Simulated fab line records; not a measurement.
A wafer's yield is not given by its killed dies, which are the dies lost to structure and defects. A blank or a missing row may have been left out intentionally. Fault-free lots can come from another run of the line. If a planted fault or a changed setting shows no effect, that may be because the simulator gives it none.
Chamber matching	flow n5Finfet	N5_BEOL_M8_STRIP_19 on rieDiel-06: 4 sister chambers
The step strips in O2. 18 wafers are shown with their chamber, then 9 later ones without.

== WAFERS WITH THEIR CHAMBER ==
wafer	chamber	showerheadPlenumPTorr (Torr)	drypumpMotorCurrentA (A)	oesProductAu (a.u.)
L075.1	2	2.00	5.6	0.76
L075.4	3	1.97	6.6	0.68
L075.5	2	2.00	5.7	0.75
L076.3	1	2.22	6.4	0.84
L076.5	3	1.97	6.6	0.67
L076.6	2	2.00	5.7	0.75
L077.2	2	2.00	5.7	0.76
L077.3	0	2.10	5.9	0.73
L077.4	3	1.97	6.6	0.68
L080.3	1	2.21	6.5	0.84
L080.4	2	2.00	5.7	0.75
L080.5	0	2.10	5.9	0.73
L081.3	0	2.10	5.9	0.72
L081.5	1	2.21	6.4	0.83
L081.6	0	2.10	5.9	0.72
L093.1	1	2.21	6.4	0.82
L093.5	1	2.21	6.4	0.81
L093.6	0	2.09	5.9	0.70

SIGNATURES (means of the wafers above)
reading	chamber 0	chamber 1	chamber 2	chamber 3	scatter within a chamber
showerheadPlenumPTorr	2.0980	2.2120	2.0000	1.9700	0.00338
drypumpMotorCurrentA	5.900	6.420	5.680	6.600	0.0338
oesProductAu	0.7200	0.8280	0.7540	0.6767	0.0102
Rule: for a wafer and a chamber, the distance is found by dividing, reading by reading, the gap between the wafer's reading and the chamber's mean by the reading's scatter, squaring, summing and taking the root. The wafer belongs to the nearest chamber; if the next one is less than 2 further off, it can't be placed. The scatter is the square root of a quotient: the sum, over the shown wafers, of each reading's squared deviation from its chamber's mean, divided by wafers minus chambers.

== WAFERS WITHOUT THEIR CHAMBER ==
wafer	showerheadPlenumPTorr (Torr)	drypumpMotorCurrentA (A)	oesProductAu (a.u.)
L092.2	1.99	5.7	0.74
L092.4	2.22	6.6	0.92
L092.5	2.22	6.6	0.92
L094.1	1.99	5.6	0.73
L094.3	2.09	5.9	0.70
L094.4	2.22	6.6	0.91
L096.1	2.22	6.6	0.91
L096.3	2.08	5.9	0.69
L096.6	2.22	6.6	0.91

== WHICH CHAMBER EACH ONE RAN IN ==
wafer	from the rows above	in truth
L092.2	2	2
L092.4	1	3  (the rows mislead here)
L092.5	1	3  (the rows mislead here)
L094.1	2	2
L094.3	0	0
L094.4	1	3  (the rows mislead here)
L096.1	1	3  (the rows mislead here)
L096.3	0	0
L096.6	1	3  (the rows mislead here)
4 of 9 placed correctly. Left unplaced by these rows: 0. Wrongly placed: 5.
